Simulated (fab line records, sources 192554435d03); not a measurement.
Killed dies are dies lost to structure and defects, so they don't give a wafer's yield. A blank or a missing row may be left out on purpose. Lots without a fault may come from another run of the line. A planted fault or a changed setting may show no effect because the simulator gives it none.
Chamber matching | flow n5_finfet | N5_BEOL_M5_STRIP_19 on rie_diel-02: 4 sister chambers
The step strips in O2. 14 wafers are shown with their chamber, then 7 later ones without.

WAFERS WITH THEIR CHAMBER
wafer  | chamber | showerhead_plenum_p_Torr (Torr) | throttle_valve_pct (%) | oes_product_au (a.u.)
L074.2 | 2       | 2.10                            | 16.76                  | 0.73
L074.3 | 0       | 2.03                            | 16.53                  | 0.80
L074.5 | 0       | 2.03                            | 16.53                  | 0.80
L082.2 | 3       | 1.96                            | 16.75                  | 0.72
L082.4 | 2       | 2.09                            | 16.79                  | 0.72
L082.5 | 3       | 1.96                            | 16.75                  | 0.72
L081.2 | 0       | 2.02                            | 16.55                  | 0.80
L081.3 | 2       | 2.09                            | 16.79                  | 0.72
L081.4 | 3       | 1.96                            | 16.77                  | 0.72
L084.1 | 2       | 2.09                            | 16.81                  | 0.72
L084.4 | 1       | 2.20                            | 16.42                  | 0.83
L084.6 | 1       | 2.20                            | 16.42                  | 0.82
L091.1 | 0       | 2.02                            | 16.58                  | 0.78
L091.4 | 2       | 2.09                            | 16.83                  | 0.71

SIGNATURES (means of the wafers above)
reading                  | chamber 0 | chamber 1 | chamber 2 | chamber 3 | scatter within a chamber
showerhead_plenum_p_Torr | 2.0250    | 2.2000    | 2.0920    | 1.9600    | 0.00424
throttle_valve_pct       | 16.5475   | 16.4200   | 16.7960   | 16.7567   | 0.0216
oes_product_au           | 0.7950    | 0.8250    | 0.7200    | 0.7200    | 0.00742
Rule: a wafer's distance from a chamber is the root of the sum, over the readings, of the square of ((its reading less the chamber's mean) divided by the reading's scatter). The wafer belongs to the nearest chamber; if the next one is less than 2 further off, it can't be placed. The scatter: the root of (the sum of the squares of (reading less its chamber's mean) over the shown wafers, divided by (wafers less chambers)).

WAFERS WITHOUT THEIR CHAMBER
wafer  | showerhead_plenum_p_Torr (Torr) | throttle_valve_pct (%) | oes_product_au (a.u.)
L091.5 | 2.09                            | 16.82                  | 0.71
L089.1 | 1.95                            | 16.77                  | 0.71
L089.2 | 2.19                            | 16.44                  | 0.81
L089.6 | 1.95                            | 16.79                  | 0.71
L092.1 | 1.95                            | 16.79                  | 0.70
L092.3 | 2.08                            | 16.84                  | 0.70
L092.5 | 1.95                            | 16.80                  | 0.70

WHICH CHAMBER EACH WENT THROUGH
wafer  | from the rows above | in truth
L091.5 | 2                   | 2
L089.1 | 3                   | 3
L089.2 | 1                   | 1
L089.6 | 3                   | 3
L092.1 | 3                   | 3
L092.3 | 2                   | 2
L092.5 | 3                   | 3
Placed correctly: 7 of 7. Can't be placed from these rows: 0. Placed wrongly: 0.
